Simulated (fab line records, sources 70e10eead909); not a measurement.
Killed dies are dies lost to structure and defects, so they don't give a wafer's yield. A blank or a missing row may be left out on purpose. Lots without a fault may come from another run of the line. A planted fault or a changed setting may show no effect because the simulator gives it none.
Chamber matching | flow nand_harc | NHARC_A_STAIRCASE_DEP_280 on pecvd-02: 3 sister chambers
The step deposits SiON, target thk 30 nm. 18 wafers are shown with their chamber, then 9 later ones without.

WAFERS WITH THEIR CHAMBER
wafer  | chamber | showerhead_vpp_V (V) | heater_power_w (W) | susceptor_temp_C (C)
L077.1 | 2       | 1171                 | 662                | 400.02
L077.4 | 2       | 1149                 | 684                | 400.10
L077.5 | 0       | 1074                 | 587                | 399.80
L085.3 | 2       | 1157                 | 726                | 399.73
L085.4 | 1       | 1068                 | 817                | 399.68
L085.5 | 0       | 1102                 | 712                | 399.79
L086.4 | 0       | 1082                 | 682                | 399.65
L086.5 | 1       | 1089                 | 755                | 399.56
L086.6 | 2       | 1153                 | 644                | 400.02
L087.1 | 2       | 1156                 | 606                | 400.20
L087.5 | 1       | 1083                 | 806                | 400.18
L087.6 | 2       | 1166                 | 611                | 399.77
L089.2 | 0       | 1060                 | 708                | 400.01
L089.5 | 1       | 1081                 | 849                | 399.98
L089.6 | 2       | 1155                 | 636                | 400.10
L088.1 | 2       | 1157                 | 705                | 399.92
L088.4 | 2       | 1172                 | 690                | 399.82
L088.6 | 1       | 1091                 | 897                | 399.97

SIGNATURES (means of the wafers above)
reading          | chamber 0 | chamber 1 | chamber 2 | scatter within a chamber
showerhead_vpp_V | 1079.50   | 1082.40   | 1159.56   | 10.9
heater_power_w   | 672.25    | 824.80    | 662.67    | 48.5
susceptor_temp_C | 399.8125  | 399.8740  | 399.9644  | 0.188
Rule: a wafer's distance from a chamber is the root of the sum, over the readings, of the square of ((its reading less the chamber's mean) divided by the reading's scatter). The wafer belongs to the nearest chamber; if the next one is less than 2 further off, it can't be placed. The scatter: the root of (the sum of the squares of (reading less its chamber's mean) over the shown wafers, divided by (wafers less chambers)).

WAFERS WITHOUT THEIR CHAMBER
wafer  | showerhead_vpp_V (V) | heater_power_w (W) | susceptor_temp_C (C)
L091.1 | 1170                 | 685                | 399.94
L091.3 | 1078                 | 774                | 399.88
L091.4 | 1075                 | 647                | 399.59
L092.2 | 1083                 | 628                | 400.07
L092.3 | 1151                 | 657                | 399.65
L092.4 | 1093                 | 625                | 400.16
L094.1 | 1154                 | 598                | 400.34
L094.4 | 1081                 | 798                | 400.08
L094.6 | 1151                 | 605                | 400.02

WHICH CHAMBER EACH WENT THROUGH
wafer  | from the rows above     | in truth
L091.1 | 2                       | 2
L091.3 | can't be placed: 1 or 0 | 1
L091.4 | 0                       | 0
L092.2 | 0                       | 0
L092.3 | 2                       | 2
L092.4 | 0                       | 0
L094.1 | 2                       | 2
L094.4 | can't be placed: 1 or 0 | 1
L094.6 | 2                       | 2
Placed correctly: 7 of 9. Can't be placed from these rows: 2 (the true chamber is among the candidates in 2). Placed wrongly: 0.
